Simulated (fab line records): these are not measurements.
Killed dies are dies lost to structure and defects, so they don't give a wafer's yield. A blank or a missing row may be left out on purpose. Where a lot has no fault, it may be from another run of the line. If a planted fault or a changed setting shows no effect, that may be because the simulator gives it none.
A sampling plan put to the test :: flow nandHarc :: one fab line, 38 faults that these records tell of, each judged on the records of the lots that it struck
What counts as the plan is the set of the line's own looks, namely the steps on the route at which a gauge or an inspection reads a wafer and does not change it. A look is open to judgement when struck wafers have a number at it and the file gives its usual mean and standard deviation on fault-free wafers. Caught: at a look after the fault's first step, the mean of the struck wafers lies 4 or more of those standard deviations (sigma) from the usual mean. On the tool: the test repeated on the tool's own readings taken at the fault's steps. A different recipe on the struck wafers counts as caught too, as does a record blank only for those wafers.

THE FAULTS, as the simulator had put them in
1. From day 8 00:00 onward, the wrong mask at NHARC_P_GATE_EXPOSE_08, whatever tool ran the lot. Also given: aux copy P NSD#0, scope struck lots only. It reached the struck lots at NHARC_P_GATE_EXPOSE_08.
2. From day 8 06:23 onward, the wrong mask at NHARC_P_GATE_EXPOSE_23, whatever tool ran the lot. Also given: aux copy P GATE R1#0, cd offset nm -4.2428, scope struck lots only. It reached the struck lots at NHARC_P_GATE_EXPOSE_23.
3. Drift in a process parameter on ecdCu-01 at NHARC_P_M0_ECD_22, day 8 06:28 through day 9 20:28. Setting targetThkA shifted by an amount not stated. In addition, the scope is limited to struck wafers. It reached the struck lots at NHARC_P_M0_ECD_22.
4. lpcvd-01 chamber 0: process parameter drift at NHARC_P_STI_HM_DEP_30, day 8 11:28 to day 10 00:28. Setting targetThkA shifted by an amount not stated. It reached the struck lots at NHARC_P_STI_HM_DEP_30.
5. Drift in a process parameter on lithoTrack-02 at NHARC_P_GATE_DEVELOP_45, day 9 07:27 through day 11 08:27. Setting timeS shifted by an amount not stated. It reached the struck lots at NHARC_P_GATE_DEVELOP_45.
6. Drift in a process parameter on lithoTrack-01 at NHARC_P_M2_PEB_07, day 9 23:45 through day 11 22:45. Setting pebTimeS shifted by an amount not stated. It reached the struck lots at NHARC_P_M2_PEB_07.
7. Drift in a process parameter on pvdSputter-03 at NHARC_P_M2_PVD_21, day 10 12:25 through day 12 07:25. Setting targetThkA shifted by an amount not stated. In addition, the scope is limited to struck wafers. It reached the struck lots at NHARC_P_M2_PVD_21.
8. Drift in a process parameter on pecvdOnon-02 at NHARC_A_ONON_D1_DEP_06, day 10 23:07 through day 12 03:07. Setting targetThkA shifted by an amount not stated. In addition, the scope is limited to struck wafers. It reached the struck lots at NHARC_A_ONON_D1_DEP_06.
9. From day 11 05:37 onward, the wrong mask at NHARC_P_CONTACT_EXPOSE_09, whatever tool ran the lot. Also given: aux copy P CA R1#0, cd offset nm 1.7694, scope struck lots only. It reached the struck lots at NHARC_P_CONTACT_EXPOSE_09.
10. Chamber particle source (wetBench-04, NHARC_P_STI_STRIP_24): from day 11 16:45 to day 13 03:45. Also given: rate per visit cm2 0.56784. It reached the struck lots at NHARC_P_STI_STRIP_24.
11. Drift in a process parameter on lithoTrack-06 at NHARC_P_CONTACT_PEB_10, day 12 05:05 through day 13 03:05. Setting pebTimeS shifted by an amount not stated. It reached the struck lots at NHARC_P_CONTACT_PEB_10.
12. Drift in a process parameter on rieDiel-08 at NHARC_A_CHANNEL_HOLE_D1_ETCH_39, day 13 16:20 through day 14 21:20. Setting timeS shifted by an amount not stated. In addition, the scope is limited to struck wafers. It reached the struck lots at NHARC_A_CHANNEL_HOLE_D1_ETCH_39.
13. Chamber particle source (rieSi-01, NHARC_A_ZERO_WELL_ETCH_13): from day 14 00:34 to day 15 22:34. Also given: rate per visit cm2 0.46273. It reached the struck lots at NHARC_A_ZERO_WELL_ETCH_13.
14. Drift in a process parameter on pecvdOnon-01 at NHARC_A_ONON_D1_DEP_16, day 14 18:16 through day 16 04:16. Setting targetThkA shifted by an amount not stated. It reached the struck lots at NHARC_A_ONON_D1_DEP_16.
15. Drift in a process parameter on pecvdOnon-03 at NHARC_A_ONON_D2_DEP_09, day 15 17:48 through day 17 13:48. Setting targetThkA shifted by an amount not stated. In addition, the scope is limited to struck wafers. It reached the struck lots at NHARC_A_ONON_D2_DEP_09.
16. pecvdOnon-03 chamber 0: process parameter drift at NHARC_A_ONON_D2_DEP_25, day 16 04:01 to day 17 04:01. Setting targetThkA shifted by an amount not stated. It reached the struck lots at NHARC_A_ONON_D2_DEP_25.
17. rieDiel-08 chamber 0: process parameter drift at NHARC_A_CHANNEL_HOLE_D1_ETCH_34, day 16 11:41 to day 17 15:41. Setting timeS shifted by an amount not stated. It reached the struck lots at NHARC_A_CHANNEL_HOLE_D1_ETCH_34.
18. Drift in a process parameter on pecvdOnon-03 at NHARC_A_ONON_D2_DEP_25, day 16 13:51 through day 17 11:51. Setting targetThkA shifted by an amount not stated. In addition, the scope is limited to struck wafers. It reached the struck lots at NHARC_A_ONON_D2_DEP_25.
19. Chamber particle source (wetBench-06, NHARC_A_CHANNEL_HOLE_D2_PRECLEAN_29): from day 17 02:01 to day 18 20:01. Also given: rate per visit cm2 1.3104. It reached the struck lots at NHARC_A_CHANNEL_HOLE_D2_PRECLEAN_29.
20. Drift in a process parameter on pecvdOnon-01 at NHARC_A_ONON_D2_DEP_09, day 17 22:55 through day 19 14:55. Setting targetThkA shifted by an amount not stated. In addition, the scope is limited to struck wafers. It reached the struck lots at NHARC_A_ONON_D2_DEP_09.
21. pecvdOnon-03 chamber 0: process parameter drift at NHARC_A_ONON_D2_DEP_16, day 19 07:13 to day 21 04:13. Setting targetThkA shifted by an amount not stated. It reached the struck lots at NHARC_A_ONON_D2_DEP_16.
22. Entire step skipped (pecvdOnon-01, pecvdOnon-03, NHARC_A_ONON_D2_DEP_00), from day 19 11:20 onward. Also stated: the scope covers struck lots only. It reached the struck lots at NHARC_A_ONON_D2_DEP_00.
23. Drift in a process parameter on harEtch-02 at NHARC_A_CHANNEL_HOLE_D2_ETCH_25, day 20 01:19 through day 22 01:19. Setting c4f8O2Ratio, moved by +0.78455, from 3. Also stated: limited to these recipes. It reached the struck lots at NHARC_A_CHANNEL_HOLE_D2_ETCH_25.
24. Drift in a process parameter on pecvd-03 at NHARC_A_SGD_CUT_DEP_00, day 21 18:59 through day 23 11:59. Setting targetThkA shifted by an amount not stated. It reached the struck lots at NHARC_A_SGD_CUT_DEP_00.
25. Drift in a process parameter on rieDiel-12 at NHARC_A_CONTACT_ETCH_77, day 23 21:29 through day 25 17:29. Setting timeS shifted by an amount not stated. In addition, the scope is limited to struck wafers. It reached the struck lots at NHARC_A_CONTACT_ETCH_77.
26. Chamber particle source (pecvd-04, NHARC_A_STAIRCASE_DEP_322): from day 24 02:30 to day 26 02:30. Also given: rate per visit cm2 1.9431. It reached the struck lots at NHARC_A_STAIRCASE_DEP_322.
27. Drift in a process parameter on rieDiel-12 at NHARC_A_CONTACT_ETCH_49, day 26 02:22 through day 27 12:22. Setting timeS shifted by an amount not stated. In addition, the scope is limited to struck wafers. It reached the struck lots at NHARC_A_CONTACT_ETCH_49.
28. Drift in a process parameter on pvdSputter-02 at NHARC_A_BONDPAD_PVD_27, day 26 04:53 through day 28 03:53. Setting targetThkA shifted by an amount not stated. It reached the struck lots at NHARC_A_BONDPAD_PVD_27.
29. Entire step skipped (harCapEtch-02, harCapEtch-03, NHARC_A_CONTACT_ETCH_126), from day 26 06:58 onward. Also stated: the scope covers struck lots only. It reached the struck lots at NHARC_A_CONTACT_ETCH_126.
30. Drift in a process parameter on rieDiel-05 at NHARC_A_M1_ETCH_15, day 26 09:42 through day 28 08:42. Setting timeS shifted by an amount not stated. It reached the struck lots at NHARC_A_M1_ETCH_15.
31. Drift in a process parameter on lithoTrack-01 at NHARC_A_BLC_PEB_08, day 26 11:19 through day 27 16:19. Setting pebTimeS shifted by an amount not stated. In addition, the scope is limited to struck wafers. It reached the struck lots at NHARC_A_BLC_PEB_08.
32. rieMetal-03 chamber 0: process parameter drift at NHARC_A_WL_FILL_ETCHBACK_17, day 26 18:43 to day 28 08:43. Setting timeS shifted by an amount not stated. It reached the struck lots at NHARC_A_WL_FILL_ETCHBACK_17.
33. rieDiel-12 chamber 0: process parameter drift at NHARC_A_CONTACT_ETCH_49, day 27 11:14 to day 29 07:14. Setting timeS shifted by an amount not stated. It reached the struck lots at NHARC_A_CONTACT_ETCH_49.
34. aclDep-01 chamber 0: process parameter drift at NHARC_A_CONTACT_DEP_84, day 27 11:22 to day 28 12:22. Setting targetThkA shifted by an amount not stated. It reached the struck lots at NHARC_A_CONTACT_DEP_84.
35. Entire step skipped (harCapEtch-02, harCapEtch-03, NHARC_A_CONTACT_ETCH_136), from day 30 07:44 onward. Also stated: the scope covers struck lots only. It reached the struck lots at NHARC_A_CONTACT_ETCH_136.
36. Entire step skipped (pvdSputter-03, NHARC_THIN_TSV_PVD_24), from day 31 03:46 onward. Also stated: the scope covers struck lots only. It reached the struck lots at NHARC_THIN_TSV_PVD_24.
37. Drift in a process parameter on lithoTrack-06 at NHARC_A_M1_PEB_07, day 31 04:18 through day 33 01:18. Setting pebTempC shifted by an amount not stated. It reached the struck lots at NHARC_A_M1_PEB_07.
38. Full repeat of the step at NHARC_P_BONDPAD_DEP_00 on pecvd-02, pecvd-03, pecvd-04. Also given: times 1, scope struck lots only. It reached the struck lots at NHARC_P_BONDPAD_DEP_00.

WHAT THE PLAN SAW
fault: 1
on the tool itself: under 2 sigma
first look that catches it: NHARC_END_SORT_01
reading, sigma: killedAtPeriphery +99 or beyond
median hours from its first step to that look: 489.5
hours from the fault's start to the first struck lot there: 492
judged looks passed uncaught: 0

fault: 2
on the tool itself: under 2 sigma
first look that catches it: NHARC_P_GATE_CD_MEAS_26
reading, sigma: cdNm -8.6
median hours from its first step to that look: 0.1
hours from the fault's start to the first struck lot there: 4
judged looks passed uncaught: 0

fault: 3
on the tool itself: no reading that can be judged
first look that catches it: no look after it can be judged
reading, sigma: -
median hours from its first step to that look: -
hours from the fault's start to the first struck lot there: -
judged looks passed uncaught: 0

fault: 4
on the tool itself: no reading that can be judged
first look that catches it: NHARC_END_SORT_01
reading, sigma: killedAtPeriphery +99 or beyond
median hours from its first step to that look: 534.5
hours from the fault's start to the first struck lot there: 554
judged looks passed uncaught: 0

fault: 5
on the tool itself: no reading that can be judged
first look that catches it: NHARC_END_SORT_01
reading, sigma: killedAtPeriphery +99 or beyond
median hours from its first step to that look: 461.9
hours from the fault's start to the first struck lot there: 468
judged looks passed uncaught: 0

fault: 6
on the tool itself: heaterPowerTotalW +99 or beyond sigma
first look that catches it: NHARC_P_M2_CD_MEAS_09
reading, sigma: cdNm -21
median hours from its first step to that look: 0.1
hours from the fault's start to the first struck lot there: 5
judged looks passed uncaught: 0

fault: 7
on the tool itself: under 2 sigma
first look that catches it: NHARC_END_SORT_01
reading, sigma: killedAtPeriphery +99 or beyond
median hours from its first step to that look: 425.7
hours from the fault's start to the first struck lot there: 440
judged looks passed uncaught: 1

fault: 8
on the tool itself: no reading that can be judged
first look that catches it: NHARC_A_ONON_D1_THK_MEAS_08
reading, sigma: thkNm -9.6
median hours from its first step to that look: 0.5
hours from the fault's start to the first struck lot there: 5
judged looks passed uncaught: 0

fault: 9
on the tool itself: no reading that can be judged
first look that catches it: none of the 3 looks that can be judged after it
reading, sigma: strongest: cdNm at NHARC_P_CONTACT_CD_MEAS_12, +2.1
median hours from its first step to that look: -
hours from the fault's start to the first struck lot there: -
judged looks passed uncaught: 3

fault: 10
on the tool itself: no reading that can be judged
first look that catches it: NHARC_P_STI_INSPECT_25
reading, sigma: rawDefectCount +5.2
median hours from its first step to that look: 8.0
hours from the fault's start to the first struck lot there: 20
judged looks passed uncaught: 0

fault: 11
on the tool itself: heaterPowerTotalW +11 sigma
first look that catches it: none of the 2 looks that can be judged after it
reading, sigma: strongest: cdNm at NHARC_P_CONTACT_CD_MEAS_12, -3.0
median hours from its first step to that look: -
hours from the fault's start to the first struck lot there: -
judged looks passed uncaught: 2

fault: 12
on the tool itself: runLengthS -99 or beyond sigma
first look that catches it: NHARC_END_SORT_01
reading, sigma: killedAtArray +13
median hours from its first step to that look: 383.6
hours from the fault's start to the first struck lot there: 398
judged looks passed uncaught: 0

fault: 13
on the tool itself: under 2 sigma
first look that catches it: NHARC_A_ZERO_WELL_INSPECT_17
reading, sigma: rawDefectCount +41
median hours from its first step to that look: 1.1
hours from the fault's start to the first struck lot there: 8
judged looks passed uncaught: 0

fault: 14
on the tool itself: under 2 sigma
first look that catches it: NHARC_A_ONON_D1_THK_MEAS_18
reading, sigma: thkNm +51
median hours from its first step to that look: 0.5
hours from the fault's start to the first struck lot there: 13
judged looks passed uncaught: 0

fault: 15
on the tool itself: no reading that can be judged
first look that catches it: NHARC_A_ONON_D2_THK_MEAS_11
reading, sigma: thkNm -45
median hours from its first step to that look: 0.4
hours from the fault's start to the first struck lot there: 13
judged looks passed uncaught: 0

fault: 16
on the tool itself: under 2 sigma
first look that catches it: NHARC_A_ONON_D2_THK_MEAS_27
reading, sigma: thkNm -55
median hours from its first step to that look: 0.5
hours from the fault's start to the first struck lot there: 7
judged looks passed uncaught: 0

fault: 17
on the tool itself: runLengthS -13 sigma
first look that catches it: not the one look that can be judged after it
reading, sigma: strongest: killedAtArray at NHARC_END_SORT_01, +2.4
median hours from its first step to that look: -
hours from the fault's start to the first struck lot there: -
judged looks passed uncaught: 1

fault: 18
on the tool itself: no reading that can be judged
first look that catches it: NHARC_A_ONON_D2_THK_MEAS_27
reading, sigma: thkNm -50
median hours from its first step to that look: 0.5
hours from the fault's start to the first struck lot there: 4
judged looks passed uncaught: 0

fault: 19
on the tool itself: under 2 sigma
first look that catches it: NHARC_A_CHANNEL_HOLE_D2_INSPECT_40
reading, sigma: rawDefectCount +11
median hours from its first step to that look: 0.3
hours from the fault's start to the first struck lot there: 4
judged looks passed uncaught: 0

fault: 20
on the tool itself: no reading that can be judged
first look that catches it: NHARC_A_ONON_D2_THK_MEAS_11
reading, sigma: thkNm +50
median hours from its first step to that look: 0.5
hours from the fault's start to the first struck lot there: 11
judged looks passed uncaught: 0

fault: 21
on the tool itself: no reading that can be judged
first look that catches it: NHARC_A_ONON_D2_THK_MEAS_18
reading, sigma: thkNm -32
median hours from its first step to that look: 0.4
hours from the fault's start to the first struck lot there: 14
judged looks passed uncaught: 0

fault: 22
on the tool itself: the tool's record is blank for the struck wafers
first look that catches it: NHARC_END_SORT_01
reading, sigma: killedAtArray +34
median hours from its first step to that look: 296.4
hours from the fault's start to the first struck lot there: 290
judged looks passed uncaught: 0

fault: 23
on the tool itself: under 2 sigma
first look that catches it: not the one look that can be judged after it
reading, sigma: strongest: cdNm at NHARC_A_CHANNEL_HOLE_D2_CD_MEAS_31, -3.4
median hours from its first step to that look: -
hours from the fault's start to the first struck lot there: -
judged looks passed uncaught: 1

fault: 24
on the tool itself: under 2 sigma
first look that catches it: NHARC_END_SORT_01
reading, sigma: killedAtArray +34
median hours from its first step to that look: 124.5
hours from the fault's start to the first struck lot there: 131
judged looks passed uncaught: 0

fault: 25
on the tool itself: runLengthS -27 sigma
first look that catches it: NHARC_END_SORT_01
reading, sigma: killedAtArray +13
median hours from its first step to that look: 60.9
hours from the fault's start to the first struck lot there: 71
judged looks passed uncaught: 0

fault: 26
on the tool itself: under 2 sigma
first look that catches it: NHARC_END_SORT_01
reading, sigma: killedAtArray +5.9
median hours from its first step to that look: 152.3
hours from the fault's start to the first struck lot there: 151
judged looks passed uncaught: 1

fault: 27
on the tool itself: runLengthS -99 or beyond sigma
first look that catches it: NHARC_END_SORT_01
reading, sigma: killedAtArray +34
median hours from its first step to that look: 69.0
hours from the fault's start to the first struck lot there: 77
judged looks passed uncaught: 0

fault: 28
on the tool itself: under 2 sigma
first look that catches it: NHARC_END_SORT_01
reading, sigma: sort_bin_2_pct +76
median hours from its first step to that look: 30.5
hours from the fault's start to the first struck lot there: 47
judged looks passed uncaught: 0

fault: 29
on the tool itself: the tool's record is blank for the struck wafers
first look that catches it: NHARC_END_SORT_01
reading, sigma: killedAtArray +34
median hours from its first step to that look: 58.1
hours from the fault's start to the first struck lot there: 61
judged looks passed uncaught: 0

fault: 30
on the tool itself: runLengthS -21 sigma
first look that catches it: not the one look that can be judged after it
reading, sigma: -
median hours from its first step to that look: -
hours from the fault's start to the first struck lot there: -
judged looks passed uncaught: 1

fault: 31
on the tool itself: under 2 sigma
first look that catches it: NHARC_A_BLC_CD_MEAS_10
reading, sigma: cdNm +7.7
median hours from its first step to that look: 0.1
hours from the fault's start to the first struck lot there: 3
judged looks passed uncaught: 0

fault: 32
on the tool itself: runLengthS -36 sigma
first look that catches it: NHARC_END_SORT_01
reading, sigma: killedAtArray +12
median hours from its first step to that look: 82.3
hours from the fault's start to the first struck lot there: 87
judged looks passed uncaught: 0

fault: 33
on the tool itself: runLengthS -99 or beyond sigma
first look that catches it: NHARC_END_SORT_01
reading, sigma: killedAtArray +34
median hours from its first step to that look: 71.6
hours from the fault's start to the first struck lot there: 74
judged looks passed uncaught: 0

fault: 34
on the tool itself: under 2 sigma
first look that catches it: NHARC_END_SORT_01
reading, sigma: killedAtArray +8.2
median hours from its first step to that look: 55.2
hours from the fault's start to the first struck lot there: 63
judged looks passed uncaught: 0

fault: 35
on the tool itself: the tool's record is blank for the struck wafers
first look that catches it: NHARC_END_SORT_01
reading, sigma: killedAtArray +34
median hours from its first step to that look: 52.0
hours from the fault's start to the first struck lot there: 49
judged looks passed uncaught: 0

fault: 36
on the tool itself: no reading that can be judged
first look that catches it: NHARC_END_SORT_01
reading, sigma: killedAtOther +99 or beyond
median hours from its first step to that look: 11.5
hours from the fault's start to the first struck lot there: 10
judged looks passed uncaught: 0

fault: 37
on the tool itself: plateTempC -5.4 sigma
first look that catches it: NHARC_A_M1_CD_MEAS_09
reading, sigma: cdNm -4.2
median hours from its first step to that look: 0.1
hours from the fault's start to the first struck lot there: 8
judged looks passed uncaught: 0

fault: 38
on the tool itself: under 2 sigma
first look that catches it: none of the 2 looks that can be judged after it
reading, sigma: strongest: thkNm at NHARC_P_BONDPAD_THK_MEAS_33, -3.1
median hours from its first step to that look: -
hours from the fault's start to the first struck lot there: -
judged looks passed uncaught: 2
A dash: the fault isn't caught, or these records don't give the number.

Caught at a look: 31 of 38. Caught on the tool: 13 of 38. By one or the other: 34 of 38.
On the tool alone, faults 11, 17, 30 were caught.
Caught at a look alone: faults 1, 2, 4, 5, 7, 8, 10, 13, 14, 15, 16, 18, 19, 20, 21, 24, 26, 28, 31, 34, 36.
Caught by neither: faults 3, 9, 23, 38.

THINNER SAMPLING
Were the look that catches a fault to measure just every second or every third lot (counted by lot number), the first struck lot would, at worst, be measured this late:
fault: 1
struck lots at that look, in order of time: L740
every lot: 492 h
every second lot: may miss it
every third lot: may miss it

fault: 2
struck lots at that look, in order of time: L704
every lot: 4 h
every second lot: may miss it
every third lot: may miss it

fault: 4
struck lots at that look, in order of time: L836
every lot: 554 h
every second lot: may miss it
every third lot: may miss it

fault: 5
struck lots at that look, in order of time: L113, L116
every lot: 468 h
every second lot: 506 h
every third lot: may miss all 2

fault: 6
struck lots at that look, in order of time: L364, L367
every lot: 5 h
every second lot: 28 h
every third lot: may miss all 2

fault: 7
struck lots at that look, in order of time: L317, L316
every lot: 440 h
every second lot: 452 h
every third lot: may miss all 2

fault: 8
struck lots at that look, in order of time: L552, L554, L555
every lot: 5 h
every second lot: 24 h
every third lot: may miss all 3

fault: 10
struck lots at that look, in order of time: L971, L972
every lot: 20 h
every second lot: 24 h
every third lot: may miss all 2

fault: 12
struck lots at that look, in order of time: L257, L255
every lot: 398 h
every second lot: may miss all 2
every third lot: may miss all 2

fault: 13
struck lots at that look, in order of time: L191, L193
every lot: 8 h
every second lot: may miss all 2
every third lot: may miss all 2

fault: 14
struck lots at that look, in order of time: L510, L513
every lot: 13 h
every second lot: 30 h
every third lot: may miss all 2

fault: 15
struck lots at that look, in order of time: L623, L625
every lot: 13 h
every second lot: may miss all 2
every third lot: may miss all 2

fault: 16
struck lots at that look, in order of time: L769, L770
every lot: 7 h
every second lot: 13 h
every third lot: may miss all 2

fault: 18
struck lots at that look, in order of time: L958, L960
every lot: 4 h
every second lot: may miss all 2
every third lot: may miss all 2

fault: 19
struck lots at that look, in order of time: L274, L277
every lot: 4 h
every second lot: 32 h
every third lot: may miss all 2

fault: 20
struck lots at that look, in order of time: L811, L814
every lot: 11 h
every second lot: 39 h
every third lot: may miss all 2

fault: 21
struck lots at that look, in order of time: L927, L929
every lot: 14 h
every second lot: may miss all 2
every third lot: may miss all 2

fault: 22
struck lots at that look, in order of time: L884, L886
every lot: 290 h
every second lot: may miss all 2
every third lot: may miss all 2

fault: 24
struck lots at that look, in order of time: L251, L252, L253
every lot: 131 h
every second lot: 153 h
every third lot: 159 h

fault: 25
struck lots at that look, in order of time: L753, L754, L755
every lot: 71 h
every second lot: 81 h
every third lot: 102 h

fault: 26
struck lots at that look, in order of time: L706, L709
every lot: 151 h
every second lot: 179 h
every third lot: may miss all 2

fault: 27
struck lots at that look, in order of time: L832, L836
every lot: 77 h
every second lot: may miss all 2
every third lot: may miss all 2

fault: 28
struck lots at that look, in order of time: L243, L246
every lot: 47 h
every second lot: 63 h
every third lot: may miss all 2

fault: 29
struck lots at that look, in order of time: L143, L145
every lot: 61 h
every second lot: may miss all 2
every third lot: may miss all 2

fault: 31
struck lots at that look, in order of time: L612, L613
every lot: 3 h
every second lot: 6 h
every third lot: may miss all 2

fault: 32
struck lots at that look, in order of time: L257, L260
every lot: 87 h
every second lot: 115 h
every third lot: may miss all 2

fault: 33
struck lots at that look, in order of time: L724, L728
every lot: 74 h
every second lot: may miss all 2
every third lot: may miss all 2

fault: 34
struck lots at that look, in order of time: L653, L652
every lot: 63 h
every second lot: 70 h
every third lot: may miss all 2

fault: 35
struck lots at that look, in order of time: L153, L154
every lot: 49 h
every second lot: 67 h
every third lot: may miss all 2

fault: 36
struck lots at that look, in order of time: L275, L278
every lot: 10 h
every second lot: 29 h
every third lot: may miss all 2

fault: 37
struck lots at that look, in order of time: L774, L776
every lot: 8 h
every second lot: may miss all 2
every third lot: may miss all 2
Hours count from the start of the fault until the first struck lot that is measured. 4 sigma limit: tested on the pooled struck wafers, so a lone lot may be under it. Other struck lots may not be in these records.

THE LONGEST TIMED WAY FROM STEP TO LOOK
Fault 4: median gap of 534.5 hours between NHARC_P_STI_HM_DEP_30 and NHARC_END_SORT_01. No look between them can be judged.
